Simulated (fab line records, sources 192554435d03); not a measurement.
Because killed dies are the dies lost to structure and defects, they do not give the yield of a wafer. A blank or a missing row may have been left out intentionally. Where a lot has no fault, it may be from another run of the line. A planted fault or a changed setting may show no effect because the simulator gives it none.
fab line records	flow n5_finfet
record lots=24	wafers=72	last_day=18
route steps=1938 shown BEOL_M3@966
lots that met no fault: from a run of the same line without faults
start_h: the number of hours between the record's first day and the start of the first shown wafer of the lot	wait_h: hours since the lot's step before	" repeats the value in the row above	L1.1+2: a single row standing in for several wafers	- no value, or no start was given	* or withheld: withheld	< > ~ a bound
route shown NAME@n: names a module that has steps shown in the file, with the first one's number in the route	usual: the fault-free wafers' mean and standard deviation	same: alike in all rows	chamber/n: place in a boat	sites: each site's reading	_std_site: standard deviation across them	_edge_site: mean of outer sites minus mean of inner sites	radius_mm: for every site, how far away it sits from the centre of the wafer	mask NAME#n: copy n	behind: the tool/chamber that last shaped the wafer	hold: what put the lot on hold/how long, in hours/how the hold closed	device: which transistor (n, p or np) failed to switch	end of line: the route-end tests of the same wafers	step lacking rows: just its recipe	killed: the dies lost at the first sort to structure and to defects; this is not the yield of the wafer	map: the dies of a wafer, with x for killed, . for not killed, _ for no die there
set.NAME: the run value of the setting; set.NAME@STEP: its run value at that earlier step	model.NAME: the simulator's own value behind a step, which no gauge read
route steps across a sampled set of lots; one table per step, one row per wafer
services: when a tool's chamber went out of use (start_h, in hours from the record's first day, below 0 if earlier), for how many hours, and the reason
## steps
# step N5_BEOL_M3_CD_MEAS_28
# recipe target_cd_nm=25.7	landing_energy_ev=500	detector=se_inlens	target_cd_y_nm=23.3	polarity=opening
# usual cd_nm=25.69/0.22
lot.wafer	tool	chamber	start_h	wait_h	cd_nm
L074.1	cd_sem-02	0	152.93	-	25.58
L074.3	"	0	"	"	25.67
L074.4	"	0	"	"	26.02
L075.2	cd_sem-01	0	153.05	-	25.91
L075.5	"	0	"	"	25.90
L075.6	"	0	"	"	25.81
L077.1	cd_sem-02	0	159.52	-	25.48
L077.4	"	0	"	"	25.73
L077.5	"	0	"	"	25.37
L076.1	cd_sem-01	0	161.96	-	25.61
L076.2	"	0	"	"	25.60
L076.4	"	0	"	"	25.49
L078.3	cd_sem-01	0	166.73	-	25.93
L078.4	"	0	"	"	25.76
L078.5	"	0	"	"	25.68
L079.1	cd_sem-02	0	173.22	-	25.55
L079.3	"	0	"	"	25.65
L079.4	"	0	"	"	25.16
L080.2	cd_sem-02	0	176.54	-	25.96
L080.5	"	0	"	"	25.76
L080.6	"	0	"	"	25.99
L081.1	cd_sem-02	0	190.80	-	25.75
L081.3	"	0	"	"	25.75
L081.4	"	0	"	"	26.07
L082.2	cd_sem-01	0	204.44	-	25.61
L082.4	"	0	"	"	25.85
L082.5	"	0	"	"	25.72
L083.1	cd_sem-01	0	208.51	-	25.44
L083.4	"	0	"	"	25.63
L083.5	"	0	"	"	25.38
L084.1	cd_sem-02	0	217.45	-	25.55
L084.5	"	0	"	"	25.80
L084.6	"	0	"	"	26.15
L085.2	cd_sem-01	0	227.79	-	25.04
L085.3	"	0	"	"	25.40
L085.4	"	0	"	"	25.72
L086.1	cd_sem-02	0	230.37	-	25.27
L086.3	"	0	"	"	25.65
L086.5	"	0	"	"	25.29
L087.1	cd_sem-03	0	233.75	-	25.83
L087.5	"	0	"	"	25.50
L087.6	"	0	"	"	25.71
L088.1	cd_sem-02	0	234.07	-	25.76
L088.2	"	0	"	"	25.96
L088.5	"	0	"	"	25.53
L089.1	cd_sem-03	0	235.64	-	25.73
L089.4	"	0	"	"	25.75
L089.5	"	0	"	"	25.88
L090.2	cd_sem-02	0	244.62	-	25.60
L090.3	"	0	"	"	25.82
L090.5	"	0	"	"	25.75
L092.2	cd_sem-01	0	259.59	-	25.44
L092.4	"	0	"	"	25.68
L092.5	"	0	"	"	25.87
L093.3	cd_sem-03	0	260.19	-	25.40
L093.5	"	0	"	"	26.14
L093.6	"	0	"	"	25.61
L094.2	cd_sem-01	0	269.45	-	25.34
L094.3	"	0	"	"	25.76
L094.5	"	0	"	"	25.95
L095.1	cd_sem-03	0	271.98	-	25.53
L095.4	"	0	"	"	26.13
L095.6	"	0	"	"	25.97
L096.2	cd_sem-01	0	282.60	-	25.78
L096.4	"	0	"	"	25.62
L096.5	"	0	"	"	25.89
L097.3	cd_sem-02	0	291.28	-	25.68
L097.5	"	0	"	"	25.65
L097.6	"	0	"	"	25.41
L091.3	cd_sem-03	0	292.00	-	25.64
L091.4	"	0	"	"	25.46
L091.5	"	0	"	"	25.57
# step N5_BEOL_M3_STRIP_36
# recipe chemistry=N2/H2	power_w=450	temp_c=40	pressure_mtorr=20	rf_frequency_hz=6e+07	overash_fraction=0.3	bias_power_w=7	h2_frac=0.5	n2_flow_sccm=200	h2_flow_sccm=200
# usual drypump_motor_current_A=5.8/0.53	oes_product_au=0.79/0.081	rf_vpp_V=59.1/1.3	showerhead_plenum_p_Torr=2.55/0.096	temp_c=40.02/0.1	throttle_valve_pct=23.8/0.32
# same overash_fraction=0.3
lot.wafer	tool	chamber	start_h	wait_h	drypump_motor_current_A	oes_product_au	rf_hours_counter_h	rf_vpp_V	showerhead_plenum_p_Torr	temp_c	throttle_valve_pct
L074.1	rie_diel-06	1	157.15	0.0	6.3	0.78	145	60.2	2.67	40.04	24.5
L074.3	"	0	"	"	5.8	0.70	232	60.3	2.61	40.02	24.0
L074.4	"	3	"	"	5.9	0.84	68	59.1	2.48	40.15	23.6
L075.2	rie_diel-05	3	157.21	0.0	5.1	0.67	243	60.2	2.40	39.99	24.0
L075.5	"	1	"	"	5.4	0.79	-	58.3	2.43	39.96	23.3
L075.6	"	2	"	"	5.1	0.89	-	57.4	2.50	39.82	24.1
L077.1	rie_diel-06	2	161.55	0.0	5.4	0.71	229	59.7	2.39	39.88	23.9
L077.4	"	0	"	"	5.8	0.70	234	58.6	2.61	40.12	24.1
L077.5	"	3	"	"	6.0	0.86	-	59.4	2.48	40.07	23.6
L076.1	rie_diel-05	0	168.20	0.0	6.8	0.86	91	57.8	2.67	40.03	23.4
L076.2	"	1	"	"	5.4	0.77	132	59.2	2.43	40.17	23.4
L076.4	"	2	"	"	5.1	0.87	34	58.1	2.49	40.08	24.1
L078.3	rie_diel-06	3	174.44	0.0	5.9	0.85	76	58.7	2.48	39.99	23.6
L078.4	"	3	"	"	5.9	0.86	-	60.7	2.48	40.04	23.6
L078.5	"	2	"	"	5.5	0.71	-	58.9	2.39	39.93	23.9
L079.1	rie_diel-05	0	179.58	0.0	6.8	0.83	97	60.0	2.66	39.96	23.4
L079.3	"	2	"	"	5.0	0.87	40	57.4	2.49	40.02	24.2
L079.4	"	0	"	"	6.8	0.85	-	61.3	2.66	40.14	23.4
L080.2	rie_diel-05	2	184.20	0.0	5.0	0.85	43	58.6	2.49	40.03	24.2
L080.5	"	0	"	"	6.8	0.83	-	60.5	2.66	40.10	23.4
L080.6	"	1	"	"	5.4	0.76	-	55.6	2.43	40.12	23.4
L081.1	rie_diel-05	3	194.49	0.0	5.1	0.99	1	57.5	2.72	39.87	23.6
L081.3	"	0	"	"	6.8	0.82	105	61.1	2.66	39.89	23.4
L081.4	"	2	"	"	5.0	0.85	-	58.1	2.49	39.94	24.2
L082.2	rie_diel-06	2	211.22	0.0	5.4	0.69	251	57.8	2.38	39.94	23.9
L082.4	"	2	"	"	5.5	0.71	-	57.5	2.38	40.05	23.9
L082.5	"	3	"	"	5.9	0.82	-	61.0	2.47	40.01	23.6
L083.1	rie_diel-03	3	215.30	0.0	5.7	0.72	189	57.4	2.52	39.84	23.6
L083.4	"	1	"	"	6.1	0.73	174	58.1	2.52	39.93	23.7
L083.5	"	3	"	"	5.7	0.72	-	61.5	2.52	39.95	23.6
L084.1	rie_diel-05	1	218.29	0.0	5.4	0.76	148	58.5	2.42	40.03	23.4
L084.5	"	3	"	"	5.1	0.96	-	60.7	2.72	39.97	23.6
L084.6	"	0	"	"	6.8	0.83	-	59.7	2.66	40.11	23.4
L085.2	rie_diel-03	2	228.45	0.0	6.1	0.70	230	60.7	2.61	40.00	23.8
L085.3	"	0	"	"	5.9	0.78	105	58.2	2.57	40.02	23.9
L085.4	"	3	"	"	5.6	0.71	192	58.4	2.52	39.97	23.6
L086.1	rie_diel-03	1	232.03	0.0	6.1	0.73	179	59.7	2.52	40.03	23.6
L086.3	"	2	"	"	6.1	0.70	231	59.1	2.61	40.09	23.9
L086.5	"	1	"	"	6.1	0.73	-	59.2	2.52	40.35	23.6
L087.1	rie_diel-06	3	235.09	0.0	5.9	0.83	101	58.4	2.47	40.04	23.6
L087.5	"	3	"	"	5.9	0.81	-	57.9	2.47	40.06	23.7
L087.6	"	0	"	"	5.9	0.97	-	60.9	2.60	39.98	23.8
L088.1	rie_diel-06	3	235.56	0.0	5.9	0.82	101	58.7	2.47	40.06	23.7
L088.2	"	1	"	"	6.4	0.76	173	58.2	2.66	39.98	24.5
L088.5	"	2	"	"	5.5	0.96	-	61.2	2.70	39.74	23.5
L089.1	rie_diel-03	2	242.70	0.0	6.1	0.70	235	59.8	2.61	40.01	23.9
L089.4	"	1	"	"	6.1	0.74	183	58.0	2.52	39.91	23.6
L089.5	"	0	"	"	5.9	0.79	-	60.5	2.56	39.79	23.9
L090.2	rie_diel-06	1	249.52	0.0	6.4	0.76	178	59.7	2.65	40.07	24.5
L090.3	"	3	"	"	5.9	0.82	105	59.2	2.46	40.01	23.7
L090.5	"	0	"	"	5.8	0.94	-	59.8	2.59	40.02	23.8
L092.2	rie_diel-03	3	265.87	0.0	5.7	0.72	204	59.9	2.51	39.96	23.6
L092.4	"	1	"	"	6.1	0.74	190	58.3	2.51	40.06	23.6
L092.5	"	3	"	"	5.7	0.72	-	58.4	2.51	39.99	23.6
L093.3	rie_diel-05	2	269.72	0.0	5.1	0.84	70	57.9	2.48	40.11	24.2
L093.5	"	3	"	"	5.1	0.92	-	60.0	2.71	39.91	23.6
L093.6	"	2	"	"	5.1	0.83	-	57.7	2.48	40.25	24.2
L094.2	rie_diel-05	1	276.68	0.0	5.3	0.73	166	57.6	2.41	40.04	23.4
L094.3	"	3	"	"	5.1	0.92	26	59.1	2.71	40.02	23.6
L094.5	"	1	"	"	5.4	0.74	-	58.5	2.42	39.94	23.4
L095.1	rie_diel-05	3	282.58	0.0	5.1	0.91	29	58.5	2.71	40.13	23.7
L095.4	"	0	"	"	6.8	0.80	133	59.6	2.65	40.02	23.5
L095.6	"	1	"	"	5.4	0.74	-	59.3	2.41	40.09	23.4
L096.2	rie_diel-05	0	285.82	0.0	6.8	0.80	135	58.2	2.65	40.03	23.4
L096.4	"	3	"	"	5.1	0.91	31	58.5	2.71	40.01	23.6
L096.5	"	3	"	"	5.1	0.91	-	56.3	2.71	39.97	23.7
L097.3	rie_diel-03	1	296.95	0.0	6.1	0.71	196	59.1	2.51	39.99	23.7
L097.5	"	2	"	"	6.1	0.69	-	57.8	2.61	40.02	23.8
L097.6	"	1	"	"	6.1	0.72	-	61.4	2.51	40.03	23.6
L091.3	rie_diel-03	3	303.10	0.0	5.7	0.71	212	60.6	2.51	40.02	23.6
L091.4	"	1	"	"	6.1	0.72	-	61.4	2.51	40.00	23.6
L091.5	"	3	"	"	5.7	0.70	-	60.0	2.51	40.19	23.6
# step N5_BEOL_M3_ETCH_41
# recipe chemistry=CH3F/O2	target=SiCN	target_depth_a=299	taper_deg=2	time_s=52.5	ion_energy_ev=120	mask_material=TiN	pressure_mtorr=30	source_w=395	bias_w=75	Ar_flow_sccm=150	CH3F_flow_sccm=30	O2_flow_sccm=20
# usual drypump_motor_current_A=5.8/0.53	oes_product_au=0.79/0.082	rf_fwd_power_W=391.2/1.5	rf_vpp_V=297.7/1.6	showerhead_plenum_p_Torr=2.01/0.075	throttle_valve_pct=16.43/0.19
lot.wafer	tool	chamber	start_h	wait_h	drypump_motor_current_A	oes_product_au	rf_fwd_power_W	rf_hours_counter_h	rf_vpp_V	showerhead_plenum_p_Torr	throttle_valve_pct
L074.1	rie_diel-06	1	-	-	6.3	0.78	393.0	145	297.8	2.08	16.66
L074.3	"	0	"	"	5.8	0.70	389.7	232	297.9	2.06	16.83
L074.4	"	3	"	"	5.9	0.85	392.5	68	296.9	1.95	16.38
L075.2	rie_diel-05	3	-	-	5.1	0.66	390.2	243	295.6	1.88	16.57
L075.5	"	1	"	"	5.4	0.78	389.9	-	298.0	1.91	16.22
L075.6	"	2	"	"	5.1	0.91	391.5	-	296.2	1.96	16.37
L077.1	rie_diel-06	2	-	-	5.4	0.72	390.7	229	295.0	1.90	16.60
L077.4	"	0	"	"	5.8	0.68	389.5	234	298.1	2.05	16.86
L077.5	"	3	"	"	5.9	0.84	393.6	-	295.1	1.95	16.38
L076.1	rie_diel-05	0	-	-	6.8	0.84	390.4	91	300.2	2.11	16.19
L076.2	"	1	"	"	5.4	0.77	390.1	132	296.2	1.91	16.21
L076.4	"	2	"	"	5.0	0.90	391.6	34	296.5	1.96	16.39
L078.3	rie_diel-06	3	-	-	5.9	0.83	393.5	76	297.5	1.95	16.38
L078.4	"	3	"	"	5.9	0.85	391.5	-	296.2	1.95	16.38
L078.5	"	2	"	"	5.4	0.72	391.6	-	297.0	1.90	16.60
L079.1	rie_diel-05	0	-	-	6.8	0.83	392.5	97	299.8	2.11	16.19
L079.3	"	2	"	"	5.1	0.88	390.6	40	296.0	1.96	16.39
L079.4	"	0	"	"	6.8	0.83	391.6	-	299.6	2.11	16.20
L080.2	rie_diel-05	2	-	-	5.0	0.89	391.3	43	297.0	1.96	16.41
L080.5	"	0	"	"	6.8	0.83	391.9	-	299.0	2.11	16.20
L080.6	"	1	"	"	5.3	0.77	391.3	-	296.4	1.91	16.22
L081.1	rie_diel-05	3	-	-	5.1	1.00	390.0	1	300.6	2.13	16.10
L081.3	"	0	"	"	6.8	0.82	392.0	105	299.5	2.11	16.20
L081.4	"	2	"	"	5.1	0.87	391.5	-	296.1	1.96	16.42
L082.2	rie_diel-06	2	-	-	5.4	0.70	389.1	251	295.7	1.89	16.64
L082.4	"	2	"	"	5.5	0.70	390.1	-	294.3	1.89	16.64
L082.5	"	3	"	"	5.9	0.82	392.8	-	296.2	1.95	16.42
L083.1	rie_diel-03	3	-	-	5.6	0.71	392.2	189	297.5	1.99	16.45
L083.4	"	1	"	"	6.1	0.74	392.2	174	297.0	2.01	16.45
L083.5	"	3	"	"	5.7	0.71	390.9	-	298.2	1.99	16.48
L084.1	rie_diel-05	1	-	-	5.4	0.77	390.5	148	294.6	1.90	16.26
L084.5	"	3	"	"	5.1	0.96	388.6	-	299.9	2.13	16.12
L084.6	"	0	"	"	6.8	0.83	392.0	-	299.8	2.11	16.19
L085.2	rie_diel-03	2	-	-	6.1	0.70	389.5	230	298.9	2.06	16.62
L085.3	"	0	"	"	5.9	0.80	390.7	105	297.7	2.03	16.44
L085.4	"	3	"	"	5.6	0.70	393.3	192	297.3	1.99	16.48
L086.1	rie_diel-03	1	-	-	6.1	0.73	390.8	179	297.0	2.01	16.48
L086.3	"	2	"	"	6.1	0.69	390.9	231	298.0	2.06	16.62
L086.5	"	1	"	"	6.1	0.72	390.6	-	297.5	2.01	16.47
L087.1	rie_diel-06	3	-	-	5.9	0.81	393.9	101	295.7	1.94	16.44
L087.5	"	3	"	"	5.9	0.81	392.4	-	296.6	1.94	16.42
L087.6	"	0	"	"	5.8	0.95	390.0	-	299.6	2.05	16.42
L088.1	rie_diel-06	3	-	-	5.9	0.81	390.0	101	296.1	1.94	16.42
L088.2	"	1	"	"	6.3	0.75	392.3	173	298.7	2.07	16.71
L088.5	"	2	"	"	5.5	0.99	391.2	-	299.5	2.14	16.14
L089.1	rie_diel-03	2	-	-	6.1	0.70	391.3	235	299.4	2.05	16.62
L089.4	"	1	"	"	6.1	0.73	391.1	183	296.6	2.01	16.49
L089.5	"	0	"	"	5.9	0.80	394.0	-	297.5	2.03	16.45
L090.2	rie_diel-06	1	-	-	6.3	0.74	392.0	178	298.9	2.07	16.73
L090.3	"	3	"	"	5.9	0.81	391.9	105	295.7	1.94	16.46
L090.5	"	0	"	"	5.8	0.92	390.0	-	297.5	2.04	16.41
L092.2	rie_diel-03	3	-	-	5.6	0.69	390.6	204	296.1	1.99	16.51
L092.4	"	1	"	"	6.1	0.72	392.1	190	298.1	2.01	16.50
L092.5	"	3	"	"	5.6	0.70	392.2	-	297.0	1.99	16.50
L093.3	rie_diel-05	2	-	-	5.1	0.84	390.9	70	297.2	1.95	16.47
L093.5	"	3	"	"	5.1	0.92	389.0	-	299.0	2.12	16.15
L093.6	"	2	"	"	5.0	0.83	392.1	-	296.6	1.95	16.46
L094.2	rie_diel-05	1	-	-	5.4	0.73	390.2	166	296.4	1.90	16.28
L094.3	"	3	"	"	5.1	0.90	390.4	26	299.1	2.12	16.15
L094.5	"	1	"	"	5.4	0.74	390.5	-	297.2	1.90	16.29
L095.1	rie_diel-05	3	-	-	5.1	0.89	389.4	29	301.1	2.12	16.15
L095.4	"	0	"	"	6.8	0.79	389.7	133	299.4	2.10	16.26
L095.6	"	1	"	"	5.4	0.73	389.5	-	295.7	1.90	16.29
L096.2	rie_diel-05	0	-	-	6.8	0.78	391.8	135	299.5	2.10	16.26
L096.4	"	3	"	"	5.1	0.89	388.1	31	300.8	2.12	16.18
L096.5	"	3	"	"	5.1	0.90	389.4	-	299.1	2.12	16.18
L097.3	rie_diel-03	1	-	-	6.1	0.72	391.9	196	296.5	2.00	16.51
L097.5	"	2	"	"	6.1	0.69	389.8	-	297.8	2.05	16.63
L097.6	"	1	"	"	6.1	0.72	393.0	-	296.8	2.00	16.50
L091.3	rie_diel-03	3	-	-	5.7	0.70	389.5	212	297.6	1.98	16.53
L091.4	"	1	"	"	6.1	0.72	391.6	-	296.5	2.00	16.51
L091.5	"	3	"	"	5.7	0.70	390.6	-	295.9	1.98	16.52
# step N5_BEOL_M3_PRE_CLEAN_45
# recipe gas=H2/He	time_s=30	temp_c=250
# usual heater_power_w=321/36
lot.wafer	tool	chamber	start_h	wait_h	heater_power_w
L074.1	pvd_sputter-02	-	157.95	0.0	297
L074.3	"	-	"	"	302
L074.4	"	-	"	"	318
L075.2	pvd_sputter-02	-	158.11	0.0	404
L075.5	"	-	"	"	302
L075.6	"	-	"	"	312
L077.1	pvd_sputter-03	-	162.24	0.0	276
L077.4	"	-	"	"	334
L077.5	"	-	"	"	312
L076.1	pvd_sputter-02	-	169.09	0.0	319
L076.2	"	-	"	"	311
L076.4	"	-	"	"	306
L078.3	pvd_sputter-03	-	175.21	0.0	333
L078.4	"	-	"	"	278
L078.5	"	-	"	"	271
L079.1	pvd_sputter-01	-	180.18	0.0	288
L079.3	"	-	"	"	313
L079.4	"	-	"	"	384
L080.2	pvd_sputter-02	-	184.94	0.0	306
L080.5	"	-	"	"	406
L080.6	"	-	"	"	309
L081.1	pvd_sputter-03	-	195.10	0.0	309
L081.3	"	-	"	"	278
L081.4	"	-	"	"	330
L082.2	pvd_sputter-03	-	211.99	0.0	303
L082.4	"	-	"	"	277
L082.5	"	-	"	"	279
L083.1	pvd_sputter-01	-	216.21	0.0	311
L083.4	"	-	"	"	307
L083.5	"	-	"	"	375
L084.1	pvd_sputter-03	-	218.83	0.0	273
L084.5	"	-	"	"	336
L084.6	"	-	"	"	272
L085.2	pvd_sputter-02	-	229.25	0.0	316
L085.3	"	-	"	"	301
L085.4	"	-	"	"	302
L086.1	pvd_sputter-01	-	232.94	0.0	318
L086.3	"	-	"	"	311
L086.5	"	-	"	"	289
L087.1	pvd_sputter-01	-	235.88	0.0	373
L087.5	"	-	"	"	310
L087.6	"	-	"	"	317
L088.1	pvd_sputter-03	-	236.36	0.0	310
L088.2	"	-	"	"	329
L088.5	"	-	"	"	332
L089.1	pvd_sputter-01	-	245.59	0.0	385
L089.4	"	-	"	"	317
L089.5	"	-	"	"	311
L090.2	pvd_sputter-02	-	250.26	0.0	301
L090.3	"	-	"	"	411
L090.5	"	-	"	"	307
L092.2	pvd_sputter-02	-	267.02	0.0	300
L092.4	"	-	"	"	311
L092.5	"	-	"	"	303
L093.3	pvd_sputter-02	-	270.56	0.0	315
L093.5	"	-	"	"	410
L093.6	"	-	"	"	302
L094.2	pvd_sputter-01	-	277.27	0.0	319
L094.3	"	-	"	"	313
L094.5	"	-	"	"	316
L095.1	pvd_sputter-01	-	283.32	0.0	315
L095.4	"	-	"	"	299
L095.6	"	-	"	"	293
L096.2	pvd_sputter-01	-	286.38	0.0	319
L096.4	"	-	"	"	297
L096.5	"	-	"	"	311
L097.3	pvd_sputter-01	-	297.39	0.0	293
L097.5	"	-	"	"	294
L097.6	"	-	"	"	315
L091.3	pvd_sputter-03	-	303.57	0.0	332
L091.4	"	-	"	"	303
L091.5	"	-	"	"	275
# step N5_BEOL_M3_SPUTTER_88
# recipe material=Cu	target_thk_a=45	temp_c=-20	chamber_pressure_pa=0.07	power_w=withheld	time_s=8.29
# usual chamber_pressure_pa=0.07/0.00015	substrate_temp_c=-20.01/0.11	throttle_valve_pct=30.0/0.97
lot.wafer	tool	chamber	start_h	wait_h	chamber_pressure_pa	substrate_temp_c	throttle_valve_pct
L074.1	pvd_sputter-03	-	159.46	0.1	0.06998	-20.27	28.6
L074.3	"	-	"	"	0.07041	-20.13	29.2
L074.4	"	-	"	"	0.07006	-19.96	30.6
L075.2	pvd_sputter-02	-	159.67	0.1	0.07021	-19.96	29.4
L075.5	"	-	"	"	0.0698	-20.04	30.2
L075.6	"	-	"	"	0.07034	-20.13	29.5
L077.1	pvd_sputter-01	-	163.78	0.1	0.06993	-19.92	31.9
L077.4	"	-	"	"	0.06975	-19.81	31.6
L077.5	"	-	"	"	0.07008	-20.02	29.9
L076.1	pvd_sputter-03	-	170.68	0.1	0.07011	-20.08	28.6
L076.2	"	-	"	"	0.07007	-20.13	29.1
L076.4	"	-	"	"	0.07011	-19.94	30.5
L078.3	pvd_sputter-03	-	176.85	0.1	0.06989	-19.99	29.2
L078.4	"	-	"	"	0.07011	-19.98	30.8
L078.5	"	-	"	"	0.06982	-19.83	30.9
L079.1	pvd_sputter-02	-	182.12	0.1	0.07004	-20.22	29.1
L079.3	"	-	"	"	0.06982	-19.86	29.5
L079.4	"	-	"	"	0.0699	-20.03	30.4
L080.2	pvd_sputter-03	-	188.24	0.1	0.06997	-19.94	28.4
L080.5	"	-	"	"	0.06992	-19.99	28.2
L080.6	"	-	"	"	0.07014	-20.22	31.4
L081.1	pvd_sputter-01	-	196.66	0.1	0.07001	-20.05	29.4
L081.3	"	-	"	"	0.07001	-19.95	29.9
L081.4	"	-	"	"	0.06986	-20.09	31.7
L082.2	pvd_sputter-02	-	214.87	0.1	0.07011	-19.95	28.8
L082.4	"	-	"	"	0.06975	-20.00	30.2
L082.5	"	-	"	"	0.07029	-19.95	29.4
L083.1	pvd_sputter-01	-	218.27	0.1	0.07003	-20.05	29.8
L083.4	"	-	"	"	0.06988	-19.81	31.7
L083.5	"	-	"	"	0.07012	-20.27	30.4
L084.1	pvd_sputter-03	-	220.37	0.1	0.06997	-20.14	28.7
L084.5	"	-	"	"	0.06997	-20.12	28.4
L084.6	"	-	"	"	0.07012	-20.05	31.3
L085.2	pvd_sputter-03	-	231.04	0.1	0.06979	-20.09	30.6
L085.3	"	-	"	"	0.06997	-19.93	28.4
L085.4	"	-	"	"	0.0698	-20.16	31.2
L086.1	pvd_sputter-01	-	234.56	0.1	0.07009	-20.18	30.0
L086.3	"	-	"	"	0.06995	-19.85	29.3
L086.5	"	-	"	"	0.07026	-20.11	29.8
L087.1	pvd_sputter-01	-	237.32	0.1	0.07014	-19.88	29.9
L087.5	"	-	"	"	0.0702	-19.92	29.7
L087.6	"	-	"	"	0.06987	-19.94	29.6
L088.1	pvd_sputter-03	-	239.50	0.1	0.06989	-19.98	28.3
L088.2	"	-	"	"	0.07	-19.93	29.4
L088.5	"	-	"	"	0.0702	-20.11	30.8
L089.1	pvd_sputter-03	-	247.26	0.1	0.06994	-20.04	29.4
L089.4	"	-	"	"	0.07006	-20.06	31.2
L089.5	"	-	"	"	0.06996	-19.97	30.4
L090.2	pvd_sputter-03	-	251.89	0.1	0.06999	-20.06	29.2
L090.3	"	-	"	"	0.07009	-19.98	28.3
L090.5	"	-	"	"	0.07006	-20.11	29.2
L092.2	pvd_sputter-01	-	269.11	0.1	0.07016	-19.98	31.7
L092.4	"	-	"	"	0.07014	-20.01	29.5
L092.5	"	-	"	"	0.07016	-20.00	29.4
L093.3	pvd_sputter-02	-	272.42	0.1	0.06968	-19.99	29.1
L093.5	"	-	"	"	0.07027	-19.85	29.0
L093.6	"	-	"	"	0.07003	-20.00	29.7
L094.2	pvd_sputter-01	-	278.72	0.1	0.06989	-20.06	29.5
L094.3	"	-	"	"	0.07006	-20.13	30.0
L094.5	"	-	"	"	0.07015	-19.76	32.0
L095.1	pvd_sputter-01	-	284.84	0.1	0.06979	-19.84	29.5
L095.4	"	-	"	"	0.06996	-19.87	30.3
L095.6	"	-	"	"	0.06983	-20.07	31.6
L096.2	pvd_sputter-01	-	287.78	0.1	0.07042	-19.97	30.5
L096.4	"	-	"	"	0.06973	-19.92	29.8
L096.5	"	-	"	"	0.07011	-20.08	30.5
L097.3	pvd_sputter-01	-	300.60	0.1	0.06992	-20.17	30.4
L097.5	"	-	"	"	0.06977	-20.08	30.6
L097.6	"	-	"	"	0.0701	-20.23	29.5
L091.3	pvd_sputter-02	-	305.18	0.1	0.06983	-19.95	30.3
L091.4	"	-	"	"	0.0701	-19.92	29.3
L091.5	"	-	"	"	0.06989	-20.16	28.9
# step N5_BEOL_M3_ANNEAL_89
# recipe temp_c=400	time_s=240	ambient=vacuum
# usual heater_power_w=805/88
lot.wafer	tool	chamber	start_h	wait_h	heater_power_w
L074.1	pvd_sputter-03	-	159.54	0.0	687
L074.3	"	-	"	"	818
L074.4	"	-	"	"	778
L075.2	pvd_sputter-02	-	159.75	0.0	1008
L075.5	"	-	"	"	785
L075.6	"	-	"	"	1054
L077.1	pvd_sputter-01	-	163.86	0.0	789
L077.4	"	-	"	"	783
L077.5	"	-	"	"	761
L076.1	pvd_sputter-03	-	170.76	0.0	704
L076.2	"	-	"	"	834
L076.4	"	-	"	"	777
L078.3	pvd_sputter-03	-	176.93	0.0	827
L078.4	"	-	"	"	755
L078.5	"	-	"	"	758
L079.1	pvd_sputter-02	-	182.20	0.0	760
L079.3	"	-	"	"	989
L079.4	"	-	"	"	779
L080.2	pvd_sputter-03	-	188.32	0.0	685
L080.5	"	-	"	"	680
L080.6	"	-	"	"	821
L081.1	pvd_sputter-01	-	196.74	0.0	735
L081.3	"	-	"	"	798
L081.4	"	-	"	"	779
L082.2	pvd_sputter-02	-	214.95	0.0	744
L082.4	"	-	"	"	799
L082.5	"	-	"	"	1030
L083.1	pvd_sputter-01	-	218.35	0.0	791
L083.4	"	-	"	"	786
L083.5	"	-	"	"	970
L084.1	pvd_sputter-03	-	220.45	0.0	700
L084.5	"	-	"	"	714
L084.6	"	-	"	"	830
L085.2	pvd_sputter-03	-	231.12	0.0	762
L085.3	"	-	"	"	688
L085.4	"	-	"	"	850
L086.1	pvd_sputter-01	-	234.64	0.0	769
L086.3	"	-	"	"	725
L086.5	"	-	"	"	799
L087.1	pvd_sputter-01	-	237.40	0.0	797
L087.5	"	-	"	"	782
L087.6	"	-	"	"	746
L088.1	pvd_sputter-03	-	239.58	0.0	701
L088.2	"	-	"	"	828
L088.5	"	-	"	"	767
L089.1	pvd_sputter-03	-	247.34	0.0	826
L089.4	"	-	"	"	824
L089.5	"	-	"	"	763
L090.2	pvd_sputter-03	-	251.97	0.0	813
L090.3	"	-	"	"	693
L090.5	"	-	"	"	823
L092.2	pvd_sputter-01	-	269.19	0.0	777
L092.4	"	-	"	"	745
L092.5	"	-	"	"	727
L093.3	pvd_sputter-02	-	272.50	0.0	755
L093.5	"	-	"	"	759
L093.6	"	-	"	"	1011
L094.2	pvd_sputter-01	-	278.80	0.0	736
L094.3	"	-	"	"	774
L094.5	"	-	"	"	772
L095.1	pvd_sputter-01	-	284.92	0.0	734
L095.4	"	-	"	"	958
L095.6	"	-	"	"	802
L096.2	pvd_sputter-01	-	287.86	0.0	931
L096.4	"	-	"	"	794
L096.5	"	-	"	"	948
L097.3	pvd_sputter-01	-	300.68	0.0	948
L097.5	"	-	"	"	959
L097.6	"	-	"	"	712
L091.3	pvd_sputter-02	-	305.26	0.0	771
L091.4	"	-	"	"	749
L091.5	"	-	"	"	743
## services
tool	chamber	start_h	hours	kind
rie_diel-05	1	140.23	4.2	repair
rie_diel-05	0	144.19	3.1	repair
rie_diel-03	1	156.24	7.0	repair
rie_diel-03	2	158.64	5.7	repair
rie_diel-06	1	171.06	6.3	repair
rie_diel-05	3	172.48	-	clean
rie_diel-05	3	172.48	-	consumable_replace:focus_ring
rie_diel-05	3	172.48	-	consumable_replace:showerhead
rie_diel-05	3	172.48	17.5	scheduled_down
rie_diel-05	3	172.48	17.5	vent_cycle
rie_diel-05	1	185.48	11.0	repair
rie_diel-06	0	198.60	-	clean
rie_diel-06	0	198.60	-	consumable_replace:focus_ring
rie_diel-06	0	198.60	18.2	scheduled_down
rie_diel-06	0	198.60	18.2	vent_cycle
rie_diel-03	3	202.61	2.6	repair
pvd_sputter-02	-	205.02	2.0	repair
rie_diel-06	2	216.82	-	clean
rie_diel-06	2	216.82	-	consumable_replace:focus_ring
rie_diel-06	2	216.82	-	consumable_replace:showerhead
rie_diel-06	2	216.82	14.5	scheduled_down
rie_diel-06	-	230.51	0.5	repair
rie_diel-06	2	237.70	13.5	repair
pvd_sputter-01	-	246.25	3.0	repair
## key
fault none
